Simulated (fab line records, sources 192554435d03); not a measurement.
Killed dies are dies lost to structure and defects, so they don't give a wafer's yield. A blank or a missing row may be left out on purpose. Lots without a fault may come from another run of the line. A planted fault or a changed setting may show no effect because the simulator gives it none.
Split-lot experiment | flow n5_finfet | 7 lots, 21 wafers read, on a route of 1938 steps

THE SPLIT
At N5_BEOL_M2_COAT_68 (time 60 s, resist thk 12 nm), the setting spin_rpm was moved away from the recipe's 1500 rpm on 7 of the 21 wafers read, by -4.7% to +8.5%. The other wafers ran this setting at the recipe's value.

FROM THE SPLIT TO THE READING: what the file shows between them, 4 steps
- N5_BEOL_M2_COAT_76: time 60 s, resist thk 5 nm
- N5_BEOL_M2_COAT_22: resist thk 30 nm
- N5_BEOL_M2_DESCUM_33: chemistry O2, time 7 s
- N5_BEOL_M2_ETCH_77: etches underlayer in N2/H2, target depth 6.5 nm, time 5.2 s

THE READING
etch.depth_nm (the simulator's own value, which no gauge read), in nm, at N5_BEOL_M2_ETCH_69 (etches SiARC in CF4, target depth 15.6 nm, time 26 s). The file gives no usual value for it. The 14 wafers here that ran the recipe average 12.01 nm, standard deviation 0.053 nm.

wafer  | tool, chamber at the split | spin_rpm as run, rpm | against the recipe | etch.depth_nm, nm | against lot-mates on the recipe
L074.1 | litho_track-03, 0          | 1500                 | recipe             | 11.91             | -
L074.2 | litho_track-03, 0          | 1500                 | recipe             | 11.93             | -
L074.5 | litho_track-03, 0          | 1584                 | +5.6%              | 11.6              | -0.32
L075.1 | litho_track-03, 0          | 1500                 | recipe             | 11.98             | -
L075.4 | litho_track-03, 0          | 1500                 | recipe             | 11.94             | -
L075.6 | litho_track-03, 0          | 1579                 | +5.3%              | 11.66             | -0.30
L079.1 | litho_track-04, 0          | 1609                 | +7.3%              | 11.53             | -0.45
L079.4 | litho_track-04, 0          | 1609                 | +7.3%              | 11.59             | -0.39
L079.5 | litho_track-04, 0          | 1500                 | recipe             | 11.98             | -
L081.1 | litho_track-04, 0          | 1500                 | recipe             | 12.07             | -
L081.3 | litho_track-04, 0          | 1500                 | recipe             | 12.06             | -
L081.5 | litho_track-04, 0          | 1567                 | +4.5%              | 11.78             | -0.29
L085.1 | litho_track-05, 0          | 1500                 | recipe             | 12.09             | -
L085.4 | litho_track-05, 0          | 1500                 | recipe             | 12.05             | -
L085.6 | litho_track-05, 0          | 1500                 | recipe             | 12.02             | -
L086.1 | litho_track-05, 0          | 1500                 | recipe             | 12.02             | -
L086.4 | litho_track-05, 0          | 1429                 | -4.7%              | 12.38             | +0.35
L086.6 | litho_track-05, 0          | 1500                 | recipe             | 12.05             | -
L092.1 | litho_track-04, 0          | 1628                 | +8.5%              | 11.55             | -0.46
L092.3 | litho_track-04, 0          | 1500                 | recipe             | 12.02             | -
L092.5 | litho_track-04, 0          | 1500                 | recipe             | 12.01             | -

THE FIT
A straight line over all 21 wafers: etch.depth_nm changes by -0.0628 nm for each +1% of spin_rpm; r = -0.97; the points scatter about the line by 0.055 nm.
The same after taking each lot's own level away (the mean of its wafers on the recipe; 21 wafers): -0.0591 nm for each +1%; r = -0.99; scatter 0.025 nm.
On that fit, the largest move of spin_rpm shifts the reading by 0.5 nm.
The lots' own levels span 11.920 to 12.065 nm, that is 2.7 times the standard deviation above.
So the lot-to-lot level changes the slope little: the two slopes agree.
Check: with one of the wafers moved furthest among these (+8.5%) left out of the fit, the line predicts -0.51 nm for it against its lot-mates. It came out at -0.465 nm against them.

THE WHOLE CHAIN: every reading that the file lists as answering this split, in the file's order
step               | what it does                                         | reading                                                                          | change (the file's fit)                | r (the file's)
N5_BEOL_M2_COAT_68 | time 60 s, resist thk 12 nm                          | SiARC_of_BEOL_M2_COAT_68.thk_nm (the simulator's own value, which no gauge read) | -0.0592 nm for each +1% of the setting | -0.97
N5_BEOL_M2_ETCH_69 | etches SiARC in CF4, target depth 15.6 nm, time 26 s | etch.depth_nm (the simulator's own value, which no gauge read)                   | -0.0584 nm for each +1% of the setting | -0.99

THE FILE'S OWN FIT
etch.depth_nm changes by -0.0584 nm for each +1% of spin_rpm, r = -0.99.
